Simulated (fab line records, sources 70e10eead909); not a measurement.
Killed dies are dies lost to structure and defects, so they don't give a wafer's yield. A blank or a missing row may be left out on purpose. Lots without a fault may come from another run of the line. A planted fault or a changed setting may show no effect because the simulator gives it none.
fab line records | flow nand_harc
record lots=6 wafers=18 last_day=24
route steps=1159 shown P_M2@348 P_BONDPAD@351 END@1159
lots that met no fault: from a run of the same line without faults
start_h: hours from the record's first day to the start of the lot's first wafer shown | wait_h: hours since the lot's step before | " the same as in the row above | L1.1+2: a row that stands for several wafers | - no value, or no start given | * or withheld: withheld | < > ~ a bound
route shown NAME@n: a module of which the file shows steps, and the number in the route of the first | usual: mean/standard deviation of fault-free wafers | same: alike in all rows | chamber/n: place in a boat | sites: the reading at each site | _std_site: their standard deviation | _edge_site: outer sites' mean less inner sites' | radius_mm: how far each site lies from the wafer's centre | mask NAME#n: copy n | behind: the tool/chamber that last shaped the wafer | hold: why the lot was held/for how many hours/how that ended | device: the transistor (n, p or np) that didn't switch | end of line: the same wafers' tests at the end of the route | a step without rows: its recipe alone | killed: dies lost to structure and defects at the first sort, not the wafer's yield | map: a wafer's dies, x killed, . not, _ none there
set.NAME: the setting as run; set.NAME@STEP: as run at that earlier step | model.NAME: the simulator's own value behind a step, which no gauge read
lots at some steps of the route; a table a step, a row a wafer
services: from which hour (start_h, from the record's first day; less than 0 if before it) a tool's chamber was out of use, for how many hours, and why
## steps
# step NHARC_P_M2_INSPECT_27
# usual raw_defect_count=313/120
# columns lot.wafer tool chamber start_h wait_h raw_defect_count
L721.3 defect_inspect-01 - 141.90 0.0 236
L721.4 " - " " 207
L721.5 " - " " 449
L726.1 defect_inspect-02 - 171.67 0.0 246
L726.5 " - " " 273
L726.6 " - " " 330
L727.2 defect_inspect-02 - 183.06 0.0 245
L727.3 " - " " 239
L727.4 " - " " 225
L737.1 defect_inspect-01 - 235.84 0.0 257
L737.4 " - " " 405
L737.5 " - " " 264
L740.4 defect_inspect-02 - 249.72 0.0 484
L740.5 " - " " 203
L740.6 " - " " 259
L738.2 defect_inspect-02 - 257.09 0.0 431
L738.5 " - " " 741
L738.6 " - " " 335
# step NHARC_P_M2_PRE_CLEAN_32
# recipe time_s=12 temp_c=370 rf_power_w=300 gas=NH3
# usual heater_power_w=612/73
# columns lot.wafer tool chamber start_h wait_h heater_power_w
L721.3 pecvd-04 0 141.97 0.1 746
L721.5 " 1 " " 571
L721.4 " 2 " " 530
L726.1 pecvd-01 0 171.75 0.1 681
L726.6 " 2 " " 570
L726.5 " 1 " " 576
L727.3 pecvd-04 0 183.14 0.1 761
L727.2 " 1 " " 661
L727.4 " 0 " " 747
L737.1 pecvd-01 2 235.91 0.1 601
L737.5 " 2 " " 606
L737.4 " 1 " " 586
L740.4 pecvd-02 1 249.91 0.2 504
L740.6 " 2 " " 681
L740.5 " 0 " " 555
L738.2 pecvd-01 0 257.17 0.1 743
L738.6 " 2 " " 574
L738.5 " 1 " " 522
# step NHARC_P_M2_DEP_33
# recipe target_thk_a=300 temp_c=370 target_thk_nm=30 pressure_torr=3 flow_sccm=200 rf_w=450 material=SiCN
# usual heater_power_w=565/79
# columns lot.wafer tool chamber start_h wait_h heater_power_w
L721.3 pecvd-04 0 142.05 0.1 705
L721.5 " 1 " " 547
L721.4 " 2 " " 605
L726.1 pecvd-01 0 171.86 0.1 654
L726.6 " 2 " " 568
L726.5 " 1 " " 516
L727.3 pecvd-04 0 183.24 0.1 665
L727.2 " 1 " " 527
L727.4 " 0 " " 674
L737.1 pecvd-01 2 235.99 0.1 591
L737.5 " 2 " " 595
L737.4 " 1 " " 526
L740.4 pecvd-02 1 250.08 0.2 401
L740.6 " 2 " " 567
L740.5 " 0 " " 453
L738.2 pecvd-01 0 257.28 0.1 633
L738.6 " 2 " " 512
L738.5 " 1 " " 485
# step NHARC_P_BONDPAD_DEP_00
# recipe target_thk_a=2500 temp_c=370 target_thk_nm=250 pressure_torr=3 flow_sccm=200 rf_w=450 material=SiCN
# usual heater_power_w=553/75
# columns lot.wafer tool chamber start_h wait_h heater_power_w
L721.3 pecvd-04 1 - - 513
L721.5 " 0 " " 612
L721.4 " 1 " " 537
L726.1 pecvd-02 0 172.27 - 508
L726.6 " 0 " " 509
L726.5 " 1 " " 426
L727.3 pecvd-01 1 183.69 - 427
L727.2 " 2 " " 587
L727.4 " 0 " " 651
L737.1 pecvd-02 0 236.40 - 464
L737.4 " 1 " " 471
L737.5 " 2 " " 556
L740.5 pecvd-02 2 - - 581
L740.6 " 0 " " 475
L740.4 " 1 " " 466
L738.2 pecvd-01 1 - - 448
L738.6 " 1 " " 434
L738.5 " 2 " " 528
# step NHARC_P_BONDPAD_CMP_32
# recipe target_thk_nm=200 material=SiCN
# usual motor_current_A=11.8/1.6 slurry_filter_dp_kPa=13.50/0.13
# columns lot.wafer tool chamber start_h wait_h motor_current_A slurry_filter_dp_kPa
L721.3 cmp-03 0 142.92 - 15.2 13.51
L721.4 " 1 " " 10.7 13.52
L721.5 " 2 " " 12.3 13.56
L726.1 cmp-03 2 172.71 - 12.4 13.48
L726.5 " 3 " " 11.8 13.67
L726.6 " 0 " " 15.0 13.59
L727.2 cmp-02 1 184.05 - 14.5 13.63
L727.3 " 2 " " 11.7 13.59
L727.4 " 3 " " 10.5 13.59
L737.4 cmp-03 3 236.81 - 11.7 13.51
L737.1 " 1 " " 11.1 13.71
L737.5 " 3 " " 11.6 13.48
L740.4 cmp-04 3 250.98 - 10.5 13.44
L740.6 " 0 " " 10.6 13.27
L740.5 " 1 " " 12.4 13.56
L738.2 cmp-02 1 258.04 - 13.5 13.69
L738.5 " 1 " " 14.1 13.75
L738.6 " 2 " " 11.1 13.29
# step NHARC_P_BONDPAD_THK_MEAS_33
# recipe thk_meas_gauge=ellipsometry
# usual thk_nm=199.8/1.5
# columns lot.wafer tool chamber start_h wait_h thk_nm
L721.3 film_metro-02 - 143.12 0.2 199.2
L721.4 " - " " 201.5
L721.5 " - " " 198.3
L726.1 film_metro-01 - 172.88 0.2 201.3
L726.5 " - " " 201.5
L726.6 " - " " 199.4
L727.2 film_metro-02 - 184.30 0.2 199.6
L727.3 " - " " 200.8
L727.4 " - " " 199.8
L737.1 film_metro-01 - 237.06 0.2 201.8
L737.4 " - " " 202.1
L737.5 " - " " 200.1
L740.4 film_metro-01 - 251.16 0.2 199.9
L740.5 " - " " 197.9
L740.6 " - " " 199.5
L738.2 film_metro-01 - 258.29 0.2 199.6
L738.5 " - " " 200.6
L738.6 " - " " 199.6
# step NHARC_P_BONDPAD_SRD_34
# step NHARC_P_BONDPAD_DEHYDRATE_01
# recipe temp_c=150 time_s=120
# step NHARC_P_BONDPAD_HMDS_02
# recipe time_s=30
# step NHARC_P_BONDPAD_COAT_36
# recipe temp_c=200 time_s=65
# step NHARC_P_BONDPAD_COAT_03
# recipe spin_rpm=2000 resist_thk_nm=600
# step NHARC_P_BONDPAD_SOFTBAKE_04
# recipe temp_c=125 time_s=70
# usual plate_temp_C=125.01/0.14
# columns lot.wafer tool chamber start_h wait_h plate_temp_C
L721.3 litho_track-03 0 143 - 125.18
L721.4 " 0 " " 125.00
L721.5 " 0 " " 124.86
L726.1 litho_track-02 0 173 - 125.95
L726.5 " 0 " " 125.93
L726.6 " 0 " " 125.95
L727.2 litho_track-02 0 184 - 125.64
L727.3 " 0 " " 125.95
L727.4 " 0 " " 125.60
L737.1 litho_track-02 0 237 - 125.06
L737.4 " 0 " " 125.10
L737.5 " 0 " " 124.97
L740.4 litho_track-03 0 251 - 125.16
L740.5 " 0 " " 125.00
L740.6 " 0 " " 124.96
L738.2 litho_track-03 0 258 - 124.99
L738.5 " 0 " " 124.97
L738.6 " 0 " " 125.09
# step NHARC_P_BONDPAD_EBR_05
# step NHARC_END_SORT_01
# recipe temp_c=25
# usual defect_limited_yield=95.3/1.7 killed_at_array=28/12 killed_at_other=0.8/1.1 killed_at_periphery=3.6/2.3 killed_dies=32/12 killed_open=3.4/1.9 killed_short=2.0/1.3 sort_bin_2_pct=1.4/0.61 sort_bin_3_pct=0.26/0.22 sort_bin_4_pct=3.0/1.2 sort_n_pass=645/12 sort_rim_yield_pct=95.8/2.9 sort_yield_pct=95.3/1.7
# same gross_dies=677 sort_bin_5_pct[%]=0 sort_bin_6_pct[%]=0 sort_bin_7_pct[%]=0 sort_bin_8_pct[%]=0 sort_rim_n_gross=106.00
# columns lot.wafer tool chamber start_h wait_h defect_limited_yield[%] killed_at_array killed_at_other killed_at_periphery killed_dies killed_open killed_short sort_bin_2_pct[%] sort_bin_3_pct[%] sort_bin_4_pct[%] sort_n_pass sort_rim_yield_pct[%] sort_yield_pct[%]
L721.3 prober-02 0 442.52 3.1 96.2 22 1 3 26 1 2 1.8 0 2.1 651 92.5 96.2
L721.4 prober-02 0 443.32 3.4 96.2 25 0 1 26 3 3 0.7 0.15 3.0 651 94.3 96.2
L721.5 prober-02 0 444.12 3.7 95.7 24 0 5 29 1 2 1.6 0.44 2.2 648 92.5 95.7
L727.2 prober-02 0 483.47 2.8 95.0 32 0 2 34 4 3 2.5 0.44 2.1 643 95.3 95.0
L727.3 prober-02 0 484.26 3.1 94.8 32 0 3 35 2 5 1.8 0.15 3.2 642 96.2 94.8
L727.4 prober-02 0 485.06 3.4 94.4 35 0 3 38 5 2 1.8 0.15 3.7 639 96.2 94.4
L737.1 prober-02 0 544.07 2.5 94.2 35 0 4 39 3 2 1.8 0.30 3.7 638 99.1 94.2
L737.4 prober-02 0 546.48 3.4 94.5 35 2 0 37 2 2 2.5 0.15 2.8 640 99.1 94.5
L737.5 prober-02 0 547.29 3.7 94.1 37 1 2 40 6 1 1.6 0.15 4.1 637 98.1 94.1
# killed by level:class
L721.3 A_CHANNEL_HOLE_D1:chamber_film_flake=13 P_ZERO_WELL:chamber_film_flake=3 A_CONTACT:chamber_film_flake=3 A_SLIT:chamber_film_flake=2 A_ONON_D1:geometric_particle:short=1 A_CONTACT:geometric_particle:open=1 STARTING-WAFER:geometric_particle:short=1 A_STAIRCASE:chamber_film_flake=1
L721.4 A_CHANNEL_HOLE_D1:chamber_film_flake=14 A_SGD_CUT:geometric_particle:short=3 A_CONTACT:geometric_particle:open=2 A_SLIT:chamber_film_flake=2 A_CONTACT:chamber_film_flake=2 P_STI:geometric_particle:open=1 A_ZERO_WELL:chamber_film_flake=1 A_WL_FILL:chamber_film_flake=1
L721.5 A_CHANNEL_HOLE_D1:chamber_film_flake=15 A_CONTACT:chamber_film_flake=3 P_ZERO_WELL:chamber_film_flake=2 A_WL_FILL:chamber_film_flake=2 P_STI:geometric_particle:short=1 P_M1:geometric_particle:open=1 A_SGD_CUT:geometric_particle:short=1 P_STI:chamber_film_flake=1
L727.2 A_SLIT:chamber_film_flake=12 A_CHANNEL_HOLE_D1:chamber_film_flake=10 A_CONTACT:geometric_particle:open=2 A_SOURCE_PLATE:geometric_particle:short=1 A_CHANNEL_HOLE_D1:geometric_particle:open=1 A_SGD_CUT:geometric_particle:short=1 A_WL_FILL:geometric_particle:short=1 A_WL_FILL:geometric_particle:open=1
L727.3 A_SLIT:chamber_film_flake=12 A_CHANNEL_HOLE_D1:chamber_film_flake=11 A_WL_FILL:chamber_film_flake=4 A_CHANNEL_HOLE_D1:geometric_particle:short=2 P_GATE:geometric_particle:open=1 P_CONTACT:geometric_particle:short=1 P_M0:geometric_particle:short=1 A_ONON_D1:geometric_particle:short=1
L727.4 A_CHANNEL_HOLE_D1:chamber_film_flake=14 A_SLIT:chamber_film_flake=13 A_CONTACT:geometric_particle:open=2 A_CONTACT:chamber_film_flake=2 P_CONTACT:geometric_particle:short=1 P_CONTACT:geometric_particle:open=1 A_ONON_D1:geometric_particle:open=1 A_CHANNEL_FILL_D1:geometric_particle:open=1
L737.1 A_SLIT:chamber_film_flake=21 A_CHANNEL_HOLE_D1:chamber_film_flake=7 A_M0:geometric_particle:open=2 P_GATE:chamber_film_flake=2 A_CONTACT:chamber_film_flake=2 P_GATE:geometric_particle:open=1 P_M1:geometric_particle:short=1 A_CHANNEL_FILL_D1:geometric_particle:short=1
L737.4 A_SLIT:chamber_film_flake=14 A_CHANNEL_HOLE_D1:chamber_film_flake=13 A_CHANNEL_FILL_D1:chamber_film_flake=2 A_CONTACT:chamber_film_flake=2 THIN_TSV:chamber_film_flake=2 A_CHANNEL_FILL_D1:geometric_particle:short=1 A_SGD_CUT:geometric_particle:open=1 A_CONTACT:geometric_particle:short=1
L737.5 A_SLIT:chamber_film_flake=17 A_CHANNEL_HOLE_D1:chamber_film_flake=12 A_CONTACT:geometric_particle:open=2 A_CONTACT:chamber_film_flake=2 P_GATE:geometric_particle:open=1 P_M0:geometric_particle:open=1 A_M0:geometric_particle:open=1 A_M1:geometric_particle:open=1
## services
# columns tool chamber start_h hours kind
cmp-02 - 120.15 2.9 repair
cmp-03 - 128.42 0.4 repair
cmp-02 - 128.50 4.0 pm
pecvd-02 0 135.89 16.4 repair
cmp-04 - 141.94 4.0 pm
cmp-02 - 143.04 5.9 repair
cmp-02 - 150.94 0.2 repair
pecvd-02 - 153.00 13.0 pm
cmp-03 - 156.00 4.0 pm
litho_track-02 - 165.00 7.0 pm
pecvd-04 0 173.74 7.8 repair
cmp-04 - 179.44 1.1 repair
cmp-03 - 191.11 2.5 repair
pecvd-04 - 195.22 13.0 pm
cmp-02 - 195.71 0.2 repair
cmp-02 - 202.01 1.8 repair
pecvd-02 2 203.38 2.1 repair
litho_track-03 - 213.00 7.0 pm
cmp-02 - 226.60 4.0 pm
pecvd-01 - 237.05 13.0 pm
pecvd-01 0 237.05 13.0 vent_cycle
cmp-04 - 239.94 4.0 pm
cmp-02 - 253.11 3.6 repair
cmp-03 - 254.01 4.0 pm
## key
first_sign step=NHARC_P_BONDPAD_SOFTBAKE_04 reading=plate_temp_C direction=up sigmas=5.9 usual=* struck=*
effect none on later readings
met_at NHARC_P_BONDPAD_SOFTBAKE_04
struck_wafers L726.1,L726.5,L726.6,L727.2,L727.3,L727.4
fault kind=process_parameter_drift tool=litho_track-02 chamber=- onset_h=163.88 steps=NHARC_P_BONDPAD_SOFTBAKE_04 channel=temp_c offset=* shape=step end_h=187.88 acts_in=* stated=*
